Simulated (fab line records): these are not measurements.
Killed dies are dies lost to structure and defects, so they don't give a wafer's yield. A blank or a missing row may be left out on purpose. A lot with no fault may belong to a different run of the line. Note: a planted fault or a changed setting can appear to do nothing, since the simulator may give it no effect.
fab line records	flow nand_harc
record: lots: 24	wafers: 72	last_day: 33
route steps=1302 shown A_CHANNEL_FILL_D2@638 A_STAIRCASE@701
lots that met no fault: taken from a fault-free run of the same line
start_h: hours from the record's first day to the start of the lot's first wafer shown	wait_h: hours from the lot's prior step to this one	" identical to the entry in the row above	L1.1+2: a row that stands for several wafers	- either no value or no given start	* or withheld: withheld	< > ~ a bound
route shown NAME@n: NAME is a module with steps in the file, n the number in the route of the first one	usual: the fault-free wafers' mean and standard deviation	same: alike in all rows	chamber/n: place in a boat	sites: each site's reading	_std_site: the standard deviation of these	_edge_site: the outer-site mean with the inner-site mean subtracted	radius_mm: for every site, how far away it sits from the centre of the wafer	mask NAME#n: copy n	behind: the last tool/chamber to shape the wafer	hold: cause of the lot's hold/its duration in hours/its outcome	device: which transistor (n, p or np) failed to switch	end of line: the route-end tests of the same wafers	step lacking rows: just its recipe	killed: count of dies lost to structure and defects at first sort (not the wafer's yield)	map: shows each die of a wafer: x if killed, . if not, _ if none is there
set.NAME: the setting the step ran with; set.NAME@STEP: the setting that earlier step ran with	model.NAME: the simulator's own value behind a step, which no gauge read
steps of the route over a sample of lots; a table a step, a row a wafer
services: from which hour (start_h, from the record's first day; less than 0 if before it) a tool's chamber was out of use, for how many hours, and why
== steps ==
step: NHARC_A_CHANNEL_FILL_D2_INSPECT_13
usual: raw_defect_count: 379/110
lot.wafer	tool	chamber	start_h	wait_h	raw_defect_count
L074.4	defect_inspect-01	-	347.92	0.1	411
L074.5	"	-	"	"	350
L074.6	"	-	"	"	258
L075.3	defect_inspect-01	-	372.93	0.1	524
L075.4	"	-	"	"	460
L075.6	"	-	"	"	299
L076.1	defect_inspect-02	-	377.50	0.2	466
L076.2	"	-	"	"	251
L076.6	"	-	"	"	265
L077.3	defect_inspect-02	-	381.80	0.1	441
L077.5	"	-	"	"	501
L077.6	"	-	"	"	277
L079.2	defect_inspect-02	-	393.12	0.1	362
L079.4	"	-	"	"	360
L079.5	"	-	"	"	349
L078.3	defect_inspect-01	-	393.13	0.1	200
L078.4	"	-	"	"	222
L078.5	"	-	"	"	314
L080.1	defect_inspect-02	-	399.89	0.2	490
L080.2	"	-	"	"	513
L080.3	"	-	"	"	335
L081.1	defect_inspect-01	-	420.03	0.2	302
L081.3	"	-	"	"	338
L081.5	"	-	"	"	395
L082.3	defect_inspect-02	-	420.05	0.1	258
L082.4	"	-	"	"	328
L082.5	"	-	"	"	280
L084.2	defect_inspect-01	-	451.62	0.1	236
L084.4	"	-	"	"	375
L084.6	"	-	"	"	235
L083.3	defect_inspect-02	-	451.75	0.1	346
L083.4	"	-	"	"	373
L083.6	"	-	"	"	343
L085.2	defect_inspect-02	-	456.49	0.1	457
L085.5	"	-	"	"	341
L085.6	"	-	"	"	283
L086.1	defect_inspect-02	-	470.15	0.2	305
L086.2	"	-	"	"	168
L086.4	"	-	"	"	379
L087.3	defect_inspect-02	-	479.59	0.1	360
L087.5	"	-	"	"	329
L087.6	"	-	"	"	338
L088.3	defect_inspect-01	-	495.00	0.1	526
L088.4	"	-	"	"	359
L088.5	"	-	"	"	537
L089.1	defect_inspect-02	-	495.00	0.2	233
L089.3	"	-	"	"	375
L089.5	"	-	"	"	314
L091.1	defect_inspect-01	-	506.84	0.2	231
L091.2	"	-	"	"	227
L091.4	"	-	"	"	259
L090.3	defect_inspect-01	-	506.96	0.1	461
L090.4	"	-	"	"	370
L090.6	"	-	"	"	489
L092.1	defect_inspect-02	-	532.86	0.2	472
L092.3	"	-	"	"	556
L092.5	"	-	"	"	340
L093.4	defect_inspect-02	-	538.95	0.1	423
L093.5	"	-	"	"	571
L093.6	"	-	"	"	590
L094.1	defect_inspect-01	-	538.97	0.2	373
L094.2	"	-	"	"	470
L094.3	"	-	"	"	406
L095.1	defect_inspect-01	-	559.12	0.2	443
L095.4	"	-	"	"	397
L095.6	"	-	"	"	322
L096.2	defect_inspect-01	-	572.60	0.1	544
L096.5	"	-	"	"	422
L096.6	"	-	"	"	627
L097.2	defect_inspect-02	-	572.62	0.1	453
L097.3	"	-	"	"	390
L097.5	"	-	"	"	406
step: NHARC_A_STAIRCASE_TRIM_187
recipe: time_s: 211.2	o2_flow_sccm: 500	ar_flow_sccm: 0	bias_w: 0	chemistry: O2
usual: drypump_motor_current_A: 6.0/0.36	mfc_ar_sccm: 0.007/0.0089	oes_product_au: 1.000/0.0096	rf_vpp_V: 57.8/0.91	showerhead_plenum_p_Torr: 3.51/0.11	throttle_valve_pct: 17.035/0.0084
lot.wafer	tool	chamber	start_h	wait_h	drypump_motor_current_A	mfc_ar_sccm	oes_product_au	rf_hours_counter_h	rf_vpp_V	showerhead_plenum_p_Torr	throttle_valve_pct
L074.4	rie_diel-07	2	355.23	0.1	5.7	0.005	1.004	14	58.1	3.34	17.041
L074.6	"	2	"	"	5.7	0.005	0.990	-	57.0	3.34	17.025
L074.5	"	3	"	"	5.9	0.011	1.016	-	58.3	3.66	17.037
L075.3	rie_diel-03	1	379.48	0.1	6.3	0.007	1.001	26	56.9	3.47	17.049
L075.4	"	3	"	"	6.2	0.006	1.002	26	59.0	3.67	17.036
L075.6	"	2	"	"	6.0	0	1.004	-	59.6	3.73	17.027
L076.2	rie_diel-07	2	385.17	0.1	5.7	0.005	1.001	25	56.1	3.34	17.035
L076.1	"	0	"	"	5.1	0	0.985	26	57.8	3.50	17.039
L076.6	"	3	"	"	5.9	0.011	1.016	-	59.0	3.66	17.033
L077.3	rie_diel-03	1	390.99	0.1	6.3	0.007	0.994	32	57.3	3.47	17.049
L077.6	"	0	"	"	6.1	0.014	1.015	-	58.2	3.49	17.029
L077.5	"	1	"	"	6.3	0.007	0.999	-	57.2	3.47	17.039
L079.2	rie_diel-07	2	399.96	0.1	5.7	0.005	0.994	31	57.2	3.33	17.030
L079.4	"	0	"	"	5.1	0	0.991	33	59.7	3.49	17.033
L079.5	"	2	"	"	5.7	0.005	0.995	-	56.4	3.33	17.031
L078.4	rie_diel-07	2	400.29	0.1	5.7	0.005	1.010	31	58.0	3.33	17.036
L078.3	"	1	"	"	6.0	0.005	0.995	33	56.3	3.50	17.042
L078.5	"	2	"	"	5.7	0.005	0.998	-	59.3	3.33	17.044
L080.1	rie_diel-03	1	406.42	0.1	6.3	0.007	1.003	38	57.7	3.46	17.045
L080.2	"	2	"	"	6.0	0	0.994	37	59.3	3.73	17.007
L080.3	"	3	"	"	6.2	0.006	0.992	39	58.0	3.67	17.029
L082.3	rie_diel-07	2	427.03	0.1	5.7	0.005	0.993	40	58.3	3.33	17.044
L082.4	"	1	"	"	6.1	0.005	0.988	41	58.1	3.50	17.038
L082.5	"	3	"	"	5.9	0.011	1.015	-	59.1	3.65	17.031
L081.3	rie_diel-07	0	428.19	0.2	5.1	0	0.996	41	59.5	3.49	17.040
L081.1	"	2	"	"	5.7	0.005	1.007	40	55.7	3.33	17.040
L081.5	"	1	"	"	6.1	0.005	0.987	-	55.4	3.50	17.018
L084.2	rie_diel-01	3	458.56	0.1	6.4	0.038	1.004	19	58.2	3.53	17.035
L084.4	"	0	"	"	5.7	0	1.005	18	56.3	3.52	17.033
L084.6	"	2	"	"	6.0	0.006	0.997	-	56.3	3.41	17.045
L083.4	rie_diel-01	0	459.53	0.1	5.7	0	0.984	18	57.9	3.52	17.045
L083.3	"	1	"	"	6.5	0	0.996	20	56.4	3.43	17.024
L083.6	"	1	"	"	6.5	0	0.991	-	58.4	3.43	17.038
L085.2	rie_diel-01	0	463.63	0.1	5.7	0	0.993	20	56.5	3.52	17.036
L085.5	"	0	"	"	5.7	0	0.995	-	58.0	3.52	17.027
L085.6	"	1	"	"	6.5	0	0.991	-	57.5	3.43	17.040
L086.1	rie_diel-01	0	477.76	0.1	5.7	0	1.003	25	57.9	3.52	17.041
L086.2	"	2	"	"	6.0	0.006	1.001	29	58.2	3.40	17.030
L086.4	"	3	"	"	6.5	0.038	1.004	26	57.6	3.53	17.033
L087.3	rie_diel-03	2	486.16	0.1	6.1	0	1.006	4	58.7	3.72	17.035
L087.6	"	1	"	"	6.3	0.007	0.981	-	58.1	3.45	17.043
L087.5	"	2	"	"	6.1	0	1.012	-	58.4	3.72	17.043
L088.3	rie_diel-07	3	502.33	0.1	5.9	0.011	1.003	6	58.0	3.63	17.035
L088.4	"	0	"	"	5.2	0	1.006	5	58.7	3.47	17.027
L088.5	"	1	"	"	6.0	0.005	0.995	-	57.8	3.49	17.026
L089.3	rie_diel-07	1	502.40	0.1	6.0	0.005	0.995	5	59.2	3.49	17.054
L089.1	"	3	"	"	5.9	0.011	0.995	6	58.1	3.63	17.048
L089.5	"	1	"	"	6.0	0.005	0.980	-	57.9	3.49	17.048
L091.1	rie_diel-07	0	513.54	0.1	5.1	0	0.991	9	55.9	3.47	17.039
L091.2	"	2	"	"	5.7	0.005	1.000	10	57.8	3.31	17.051
L091.4	"	3	"	"	5.9	0.011	0.997	10	58.4	3.63	17.036
L090.4	rie_diel-03	1	513.80	0.1	6.3	0.007	0.978	18	58.2	3.45	17.037
L090.3	"	2	"	"	6.0	0	1.013	13	57.4	3.71	17.025
L090.6	"	0	"	"	6.1	0.014	1.007	-	58.0	3.47	17.036
L092.3	rie_diel-03	2	539.46	0.1	6.1	0	0.996	20	57.0	3.71	17.024
L092.1	"	1	"	"	6.3	0.007	0.983	25	59.2	3.44	17.046
L092.5	"	3	"	"	6.2	0.006	0.995	-	59.1	3.65	17.031
L094.2	rie_diel-01	2	546.20	0.1	6.0	0.006	1.003	54	57.1	3.39	17.042
L094.1	"	3	"	"	6.5	0.038	0.992	48	58.3	3.51	17.040
L094.3	"	0	"	"	5.7	0	0.992	49	57.1	3.50	17.038
L093.4	rie_diel-07	3	546.48	0.1	5.9	0.011	1.009	22	57.0	3.62	17.025
L093.6	"	2	"	"	5.7	0.005	1.010	-	57.4	3.30	17.031
L093.5	"	3	"	"	5.9	0.011	1.008	-	57.8	3.62	17.043
L095.4	rie_diel-03	1	566.74	0.1	6.3	0.007	0.997	38	57.0	3.44	17.030
L095.1	"	2	"	"	6.0	0	1.011	33	57.3	3.70	17.049
L095.6	"	0	"	"	6.1	0.014	1.007	-	57.8	3.46	17.032
L096.2	rie_diel-03	0	579.10	0.1	6.1	0.014	1.006	39	57.8	3.46	17.035
L096.6	"	3	"	"	6.2	0.006	0.998	-	57.9	3.64	17.044
L096.5	"	0	"	"	6.1	0.014	1.017	-	56.4	3.46	17.034
L097.2	rie_diel-01	0	579.49	0.1	5.7	0	0.998	1	58.0	3.50	17.043
L097.3	"	1	"	"	6.5	0	1.011	1	58.4	3.41	17.052
L097.5	"	0	"	"	5.7	0	1.000	-	57.8	3.50	17.029
step: NHARC_A_STAIRCASE_STRIP_205
recipe: power_w: 1500	temp_c: 250	chemistry: O2
usual: drypump_motor_current_A: 5.5/0.37	heater_power_w: 347/12
lot.wafer	tool	chamber	start_h	wait_h	drypump_motor_current_A	heater_power_w	rf_hours_counter_h
L074.4	plasma_asher-01	0	357.46	0.2	5.0	374	-
L074.6	"	1	"	"	5.5	335	-
L074.5	"	0	"	"	5.0	357	-
L075.4	plasma_asher-01	0	381.66	0.2	5.0	356	-
L075.3	"	1	"	"	5.5	342	-
L075.6	"	0	"	"	5.1	360	-
L076.2	plasma_asher-01	0	387.83	0.1	5.0	363	7
L076.1	"	1	"	"	5.5	342	7
L076.6	"	1	"	"	5.5	346	-
L077.3	plasma_asher-01	0	393.45	0.2	5.0	353	-
L077.5	"	0	"	"	5.0	360	-
L077.6	"	1	"	"	5.5	337	-
L079.2	plasma_asher-02	1	402.70	0.1	6.1	357	31
L079.4	"	0	"	"	5.8	351	-
L079.5	"	1	"	"	6.1	359	-
L078.3	plasma_asher-01	0	403.08	0.2	5.0	362	-
L078.4	"	1	"	"	5.5	341	-
L078.5	"	1	"	"	5.5	337	-
L080.1	plasma_asher-01	0	408.51	0.1	5.1	356	12
L080.2	"	1	"	"	5.5	348	12
L080.3	"	0	"	"	5.0	355	-
L082.4	plasma_asher-01	0	429.49	0.3	5.0	358	-
L082.3	"	1	"	"	5.5	346	-
L082.5	"	1	"	"	5.5	354	-
L081.1	plasma_asher-01	0	430.40	0.1	5.0	362	17
L081.3	"	1	"	"	5.5	352	-
L081.5	"	0	"	"	5.0	370	-
L084.2	plasma_asher-01	1	461.12	0.1	5.5	348	24
L084.4	"	1	"	"	5.5	336	-
L084.6	"	1	"	"	5.5	340	-
L083.3	plasma_asher-02	0	462.37	0.3	5.8	332	-
L083.4	"	1	"	"	6.1	354	-
L083.6	"	1	"	"	6.1	358	-
L085.2	plasma_asher-02	0	466.43	0.1	5.8	336	6
L085.6	"	1	"	"	6.1	351	-
L085.5	"	0	"	"	5.8	340	-
L086.1	plasma_asher-02	1	479.87	0.1	6.1	362	9
L086.2	"	0	"	"	5.8	332	9
L086.4	"	1	"	"	6.1	355	-
L087.3	plasma_asher-02	0	488.37	0.2	5.8	329	-
L087.5	"	1	"	"	6.0	354	-
L087.6	"	0	"	"	5.8	330	-
L089.1	plasma_asher-01	0	505.49	0.3	5.1	355	34
L089.3	"	0	"	"	5.1	349	-
L089.5	"	0	"	"	5.1	365	-
L088.3	plasma_asher-02	0	505.53	0.4	5.8	332	-
L088.4	"	1	"	"	6.1	347	-
L088.5	"	1	"	"	6.1	363	-
L091.1	plasma_asher-02	1	515.62	0.1	6.0	348	18
L091.2	"	0	"	"	5.8	333	18
L091.4	"	0	"	"	5.8	327	-
L090.4	plasma_asher-01	1	515.96	0.2	5.5	347	-
L090.3	"	0	"	"	5.1	361	-
L090.6	"	0	"	"	5.1	366	-
L092.1	plasma_asher-01	0	541.82	0.1	5.0	342	2
L092.3	"	1	"	"	5.5	332	-
L092.5	"	0	"	"	5.1	359	-
L094.1	plasma_asher-01	0	548.33	0.1	5.0	352	4
L094.2	"	1	"	"	5.5	334	4
L094.3	"	1	"	"	5.5	332	-
L093.4	plasma_asher-01	0	549.00	0.2	5.0	343	-
L093.5	"	0	"	"	5.0	355	-
L093.6	"	1	"	"	5.5	331	-
L095.1	plasma_asher-02	0	569.44	0.1	5.8	340	27
L095.4	"	1	"	"	6.1	342	-
L095.6	"	0	"	"	5.8	329	-
L096.2	plasma_asher-01	1	581.22	0.1	5.5	331	10
L096.6	"	0	"	"	5.1	356	-
L096.5	"	1	"	"	5.5	335	-
L097.2	plasma_asher-02	1	581.56	0.1	6.0	355	30
L097.3	"	1	"	"	6.0	347	-
L097.5	"	0	"	"	5.8	326	-
step: NHARC_A_STAIRCASE_ETCH_230
recipe: target_depth_a: 1000	time_s: 40.5	ion_energy_ev: 400	c4f8_flow_sccm: 20	o2_flow_sccm: 10	ar_flow_sccm: withheld	rf_w: 600	bias_w: 1000	chemistry: C4F8/O2
usual: oes_product_au: 0.947/0.016	rf_vpp_V: 895/4.5
lot.wafer	tool	chamber	start_h	wait_h	oes_product_au	rf_hours_counter_h	rf_vpp_V
L074.4	rie_diel-03	1	-	-	0.956	23	894
L074.5	"	3	"	"	0.955	-	900
L074.6	"	0	"	"	0.947	-	894
L075.4	rie_diel-03	2	-	-	0.939	30	903
L075.3	"	0	"	"	0.963	32	895
L075.6	"	3	"	"	0.919	-	902
L076.1	rie_diel-07	2	-	-	0.952	28	888
L076.2	"	0	"	"	0.929	29	894
L076.6	"	2	"	"	0.955	-	889
L077.3	rie_diel-03	2	-	-	0.932	33	903
L077.5	"	0	"	"	0.957	-	895
L077.6	"	1	"	"	0.935	-	894
L079.4	rie_diel-07	2	-	-	0.982	33	889
L079.2	"	3	"	"	0.976	32	900
L079.5	"	1	"	"	0.943	-	895
L078.4	rie_diel-01	1	-	-	0.952	4	893
L078.3	"	3	"	"	0.977	4	896
L078.5	"	1	"	"	0.965	-	894
L080.3	rie_diel-03	1	-	-	0.970	39	893
L080.2	"	3	"	"	0.959	41	900
L080.1	"	0	"	"	0.970	41	893
L082.4	rie_diel-03	2	-	-	0.929	47	903
L082.3	"	1	"	"	0.939	47	894
L082.5	"	2	"	"	0.928	-	903
L081.3	rie_diel-03	2	-	-	0.947	47	904
L081.1	"	0	"	"	0.958	50	895
L081.5	"	2	"	"	0.942	-	904
L084.4	rie_diel-01	1	-	-	0.932	22	892
L084.2	"	3	"	"	0.958	22	896
L084.6	"	0	"	"	0.943	-	895
L083.3	rie_diel-07	2	-	-	0.936	55	887
L083.6	"	3	"	"	0.939	-	901
L083.4	"	0	"	"	0.936	-	894
L085.2	rie_diel-01	3	-	-	0.928	24	896
L085.5	"	0	"	"	0.924	-	895
L085.6	"	1	"	"	0.922	-	891
L086.1	rie_diel-01	0	-	-	0.946	27	897
L086.4	"	1	"	"	0.947	30	893
L086.2	"	2	"	"	0.943	31	891
L087.3	rie_diel-03	2	-	-	0.954	5	902
L087.5	"	0	"	"	0.950	-	894
L087.6	"	1	"	"	0.931	-	894
L088.3	rie_diel-07	1	-	-	0.934	7	894
L088.4	"	2	"	"	0.948	8	888
L088.5	"	1	"	"	0.936	-	894
L089.1	rie_diel-03	2	-	-	0.978	11	902
L089.3	"	0	"	"	0.973	16	895
L089.5	"	0	"	"	0.963	-	893
L091.2	rie_diel-03	0	-	-	0.959	19	895
L091.4	"	1	"	"	0.929	20	893
L091.1	"	2	"	"	0.951	14	902
L090.4	rie_diel-07	3	-	-	0.946	13	898
L090.3	"	0	"	"	0.931	11	893
L090.6	"	3	"	"	0.941	-	900
L092.3	rie_diel-03	1	-	-	0.923	28	892
L092.1	"	2	"	"	0.938	22	903
L092.5	"	0	"	"	0.961	-	893
L094.2	rie_diel-01	0	-	-	0.957	50	896
L094.3	"	1	"	"	0.935	56	892
L094.1	"	2	"	"	0.943	55	891
L093.4	rie_diel-07	3	-	-	0.951	24	898
L093.6	"	1	"	"	0.934	-	893
L093.5	"	2	"	"	0.947	-	887
L095.1	rie_diel-01	2	-	-	0.965	0	889
L095.4	"	3	"	"	0.956	0	896
L095.6	"	2	"	"	0.968	-	891
L096.2	rie_diel-07	3	-	-	0.942	34	900
L096.6	"	3	"	"	0.937	-	901
L096.5	"	2	"	"	0.939	-	886
L097.2	rie_diel-07	3	-	-	0.942	34	899
L097.3	"	1	"	"	0.923	35	895
L097.5	"	3	"	"	0.935	-	899
step: NHARC_A_STAIRCASE_STRIP_254
recipe: power_w: 1500	temp_c: 250	chemistry: O2
usual: drypump_motor_current_A: 5.6/0.37	heater_power_w: 346/11
lot.wafer	tool	chamber	start_h	wait_h	drypump_motor_current_A	heater_power_w	rf_hours_counter_h
L074.4	plasma_asher-01	1	365.73	-	5.5	343	-
L074.6	"	0	"	"	5.0	358	-
L074.5	"	1	"	"	5.5	337	-
L075.3	plasma_asher-02	1	389.79	-	6.1	352	-
L075.4	"	0	"	"	5.8	342	-
L075.6	"	0	"	"	5.8	343	-
L076.1	plasma_asher-02	1	393.07	-	6.0	361	26
L076.2	"	0	"	"	5.8	340	26
L076.6	"	0	"	"	5.8	346	-
L077.3	plasma_asher-01	1	399.01	-	5.5	344	-
L077.6	"	1	"	"	5.5	344	-
L077.5	"	0	"	"	5.0	355	-
L079.2	plasma_asher-02	0	407.96	-	5.8	347	32
L079.4	"	0	"	"	5.7	349	-
L079.5	"	1	"	"	6.1	352	-
L078.4	plasma_asher-02	0	408.64	-	5.8	350	-
L078.3	"	1	"	"	6.1	357	-
L078.5	"	0	"	"	5.8	346	-
L080.1	plasma_asher-02	1	413.88	-	6.0	344	33
L080.2	"	0	"	"	5.8	348	33
L080.3	"	0	"	"	5.8	345	-
L082.3	plasma_asher-02	0	435.17	-	5.8	333	-
L082.4	"	1	"	"	6.0	351	-
L082.5	"	1	"	"	6.0	344	-
L081.1	plasma_asher-01	0	435.89	-	5.0	367	18
L081.3	"	1	"	"	5.5	342	-
L081.5	"	1	"	"	5.5	344	-
L084.2	plasma_asher-01	1	466.75	-	5.5	337	25
L084.4	"	0	"	"	5.0	356	-
L084.6	"	0	"	"	5.0	366	-
L085.2	plasma_asher-02	0	471.84	-	5.8	330	7
L085.6	"	1	"	"	6.0	352	-
L085.5	"	0	"	"	5.8	332	-
L083.4	plasma_asher-01	1	475.58	-	5.5	344	-
L083.3	"	0	"	"	5.0	352	-
L083.6	"	1	"	"	5.5	351	-
L086.1	plasma_asher-01	0	485.29	-	5.0	362	30
L086.2	"	1	"	"	5.5	340	30
L086.4	"	0	"	"	5.0	357	-
L087.3	plasma_asher-01	1	494.26	-	5.5	347	-
L087.6	"	0	"	"	5.0	355	-
L087.5	"	1	"	"	5.5	342	-
L088.4	plasma_asher-02	1	510.94	-	6.1	357	-
L088.3	"	0	"	"	5.8	330	-
L088.5	"	0	"	"	5.8	342	-
L089.1	plasma_asher-02	1	511.30	-	6.1	357	16
L089.3	"	0	"	"	5.8	323	-
L089.5	"	0	"	"	5.8	332	-
L091.1	plasma_asher-02	1	520.90	-	6.1	342	19
L091.2	"	0	"	"	5.8	330	19
L091.4	"	0	"	"	5.8	326	-
L090.3	plasma_asher-02	0	521.36	-	5.8	333	-
L090.4	"	1	"	"	6.1	343	-
L090.6	"	1	"	"	6.0	341	-
L092.1	plasma_asher-01	0	547.44	-	5.1	355	4
L092.3	"	0	"	"	5.1	352	-
L092.5	"	1	"	"	5.5	331	-
L094.1	plasma_asher-01	0	553.52	-	5.0	357	6
L094.2	"	1	"	"	5.5	340	6
L094.3	"	0	"	"	5.1	357	-
L093.4	plasma_asher-02	0	554.40	-	5.8	338	-
L093.5	"	0	"	"	5.8	331	-
L093.6	"	1	"	"	6.0	348	-
L095.1	plasma_asher-02	1	574.69	-	6.1	352	28
L095.4	"	1	"	"	6.1	350	-
L095.6	"	1	"	"	6.0	363	-
L096.2	plasma_asher-02	1	587.28	-	6.1	361	32
L096.5	"	1	"	"	6.1	357	-
L096.6	"	0	"	"	5.8	329	-
L097.2	plasma_asher-01	1	588.01	-	5.5	343	12
L097.3	"	0	"	"	5.0	350	-
L097.5	"	1	"	"	5.5	327	-
step: NHARC_A_STAIRCASE_ETCH_451
recipe: target_depth_a: 300	overetch_a: 30	time_s: 16.5	ion_energy_ev: 100	cf4_flow_sccm: 80	o2_flow_sccm: 20	ar_flow_sccm: 0	rf_w: 300	bias_w: 100	chemistry: CF4/O2
usual: drypump_motor_current_A: 6.0/0.35	mfc_ar_sccm: 0.008/0.011	oes_product_au: 1.000/0.01	rf_vpp_V: 197.7/1.2	showerhead_plenum_p_Torr: 1.33/0.042	throttle_valve_pct: 13.395/0.0099
lot.wafer	tool	chamber	start_h	wait_h	drypump_motor_current_A	mfc_ar_sccm	oes_product_au	rf_hours_counter_h	rf_vpp_V	showerhead_plenum_p_Torr	throttle_valve_pct
L074.4	rie_diel-01	3	-	-	6.5	0.038	1.005	51	196.9	1.34	13.408
L074.6	"	2	"	"	6.0	0.006	1.012	-	195.9	1.29	13.395
L074.5	"	3	"	"	6.5	0.038	0.998	-	198.9	1.34	13.387
L075.4	rie_diel-07	3	-	-	5.9	0.011	1.010	28	199.8	1.39	13.405
L075.3	"	0	"	"	5.1	0	0.981	30	197.7	1.32	13.403
L075.6	"	3	"	"	5.9	0.011	1.006	-	199.2	1.39	13.408
L076.1	rie_diel-03	3	-	-	6.2	0.006	0.989	36	199.6	1.39	13.394
L076.2	"	1	"	"	6.3	0.007	0.998	34	197.7	1.31	13.378
L076.6	"	3	"	"	6.2	0.006	0.996	-	199.1	1.39	13.411
L077.3	rie_diel-03	0	-	-	6.1	0.014	1.011	38	196.8	1.32	13.411
L077.6	"	2	"	"	6.0	0	1.000	-	199.7	1.41	13.410
L077.5	"	3	"	"	6.2	0.006	0.985	-	200.3	1.39	13.399
L079.2	rie_diel-01	0	-	-	5.7	0	0.983	5	199.2	1.33	13.380
L079.4	"	1	"	"	6.5	0	1.000	5	198.5	1.30	13.372
L079.5	"	0	"	"	5.7	0	0.994	-	197.6	1.33	13.396
L078.4	rie_diel-07	0	-	-	5.1	0	0.987	37	196.1	1.32	13.390
L078.3	"	2	"	"	5.6	0.005	1.009	35	196.1	1.26	13.397
L078.5	"	1	"	"	6.0	0.005	1.005	-	197.7	1.32	13.411
L080.3	rie_diel-01	0	-	-	5.7	0	1.005	6	196.4	1.33	13.396
L080.1	"	2	"	"	6.0	0.006	0.998	7	196.6	1.29	13.387
L080.2	"	3	"	"	6.5	0.038	1.000	7	198.6	1.34	13.407
L082.4	rie_diel-01	1	-	-	6.5	0	0.995	12	198.1	1.30	13.415
L082.3	"	3	"	"	6.4	0.038	0.999	11	197.8	1.34	13.393
L082.5	"	2	"	"	6.0	0.006	1.002	-	197.4	1.29	13.419
L081.3	rie_diel-07	2	-	-	5.6	0.005	0.996	49	196.9	1.25	13.402
L081.1	"	0	"	"	5.1	0	1.004	46	197.3	1.32	13.385
L081.5	"	1	"	"	6.0	0.005	0.991	-	199.5	1.32	13.396
L084.2	rie_diel-01	3	-	-	6.4	0.038	1.009	25	199.1	1.33	13.397
L084.4	"	2	"	"	6.0	0.006	1.017	28	196.5	1.29	13.394
L084.6	"	0	"	"	5.7	0	0.996	-	197.2	1.33	13.399
L085.2	rie_diel-03	3	-	-	6.2	0.006	0.984	5	199.5	1.39	13.385
L085.6	"	3	"	"	6.1	0.006	0.991	-	198.8	1.39	13.386
L085.5	"	0	"	"	6.1	0.014	1.004	-	197.5	1.32	13.391
L083.3	rie_diel-03	1	-	-	6.3	0.007	0.981	7	195.9	1.30	13.408
L083.4	"	0	"	"	6.0	0.014	1.016	7	198.0	1.32	13.386
L083.6	"	1	"	"	6.3	0.007	0.982	-	196.9	1.30	13.409
L086.1	rie_diel-07	2	-	-	5.6	0.005	1.003	2	196.0	1.25	13.389
L086.4	"	0	"	"	5.1	0	0.996	2	198.7	1.31	13.392
L086.2	"	1	"	"	6.0	0.005	0.987	2	196.8	1.32	13.399
L087.3	rie_diel-01	3	-	-	6.5	0.038	1.007	31	197.6	1.33	13.392
L087.5	"	3	"	"	6.5	0.038	1.011	-	198.7	1.33	13.388
L087.6	"	0	"	"	5.7	0	1.006	-	198.6	1.33	13.403
L088.3	rie_diel-01	0	-	-	5.7	0	1.003	38	197.4	1.33	13.411
L088.4	"	1	"	"	6.5	0	0.988	42	196.0	1.29	13.397
L088.5	"	3	"	"	6.5	0.038	0.993	-	199.5	1.33	13.396
L089.3	rie_diel-03	0	-	-	6.1	0.014	1.010	19	197.6	1.31	13.383
L089.1	"	2	"	"	6.1	0	1.022	14	199.5	1.41	13.397
L089.5	"	1	"	"	6.3	0.007	0.981	-	197.3	1.30	13.409
L091.2	rie_diel-03	2	-	-	6.0	0	0.998	17	197.7	1.41	13.397
L091.4	"	3	"	"	6.2	0.006	0.992	13	198.6	1.38	13.403
L091.1	"	0	"	"	6.1	0.014	1.006	21	196.7	1.31	13.402
L090.4	rie_diel-01	1	-	-	6.4	0	0.989	49	196.8	1.29	13.397
L090.3	"	0	"	"	5.7	0	1.009	43	197.2	1.33	13.404
L090.6	"	1	"	"	6.4	0	1.014	-	196.6	1.29	13.386
L092.3	rie_diel-03	0	-	-	6.1	0.014	1.001	30	197.8	1.31	13.396
L092.1	"	1	"	"	6.3	0.007	0.979	31	197.8	1.30	13.391
L092.5	"	0	"	"	6.0	0.014	0.998	-	196.8	1.31	13.394
L094.3	rie_diel-03	2	-	-	6.0	0	1.006	29	198.5	1.40	13.383
L094.1	"	0	"	"	6.1	0.014	1.015	31	198.1	1.31	13.414
L094.2	"	1	"	"	6.3	0.007	0.984	32	197.7	1.30	13.392
L093.4	rie_diel-07	0	-	-	5.1	0	0.988	24	197.6	1.31	13.393
L093.5	"	3	"	"	5.9	0.011	1.011	-	199.8	1.37	13.378
L093.6	"	0	"	"	5.1	0	0.997	-	197.9	1.31	13.403
L095.1	rie_diel-07	3	-	-	5.9	0.011	1.005	31	198.5	1.37	13.392
L095.4	"	3	"	"	5.9	0.011	1.009	-	198.5	1.37	13.394
L095.6	"	1	"	"	6.0	0.005	0.992	-	198.0	1.31	13.383
L096.2	rie_diel-01	3	-	-	6.5	0.038	1.013	9	196.8	1.33	13.393
L096.6	"	3	"	"	6.5	0.038	0.997	-	196.9	1.33	13.395
L096.5	"	0	"	"	5.7	0	0.990	-	197.1	1.32	13.390
L097.2	rie_diel-01	2	-	-	6.0	0.006	1.013	7	197.4	1.28	13.400
L097.3	"	1	"	"	6.5	0	1.022	10	196.2	1.29	13.383
L097.5	"	2	"	"	6.0	0.006	1.020	-	196.1	1.28	13.408
== services ==
tool	chamber	start_h	hours	kind
rie_diel-01	1	332.89	7.1	repair
rie_diel-03	0	341.25	-	clean
rie_diel-03	1	341.25	-	clean
rie_diel-03	2	341.25	-	clean
rie_diel-03	3	341.25	-	clean
rie_diel-07	3	341.56	4.2	repair
plasma_asher-01	-	342.04	9.0	pm
rie_diel-03	-	344.08	1.1	repair
rie_diel-03	0	365.79	-	clean
rie_diel-03	1	365.79	-	clean
rie_diel-03	2	365.79	-	clean
rie_diel-03	3	365.79	-	clean
rie_diel-01	-	385.22	9.0	pm
rie_diel-03	0	390.29	-	clean
rie_diel-03	1	390.29	-	clean
rie_diel-03	2	390.29	-	clean
rie_diel-03	3	412.11	5.2	repair
plasma_asher-02	-	426.00	9.0	pm
rie_diel-03	-	458.41	9.0	pm
rie_diel-07	1	464.75	7.1	repair
rie_diel-07	-	472.80	9.0	pm
rie_diel-03	3	497.25	12.1	repair
plasma_asher-01	-	519.04	9.0	pm
plasma_asher-02	-	544.65	2.8	repair
== key ==
fault none
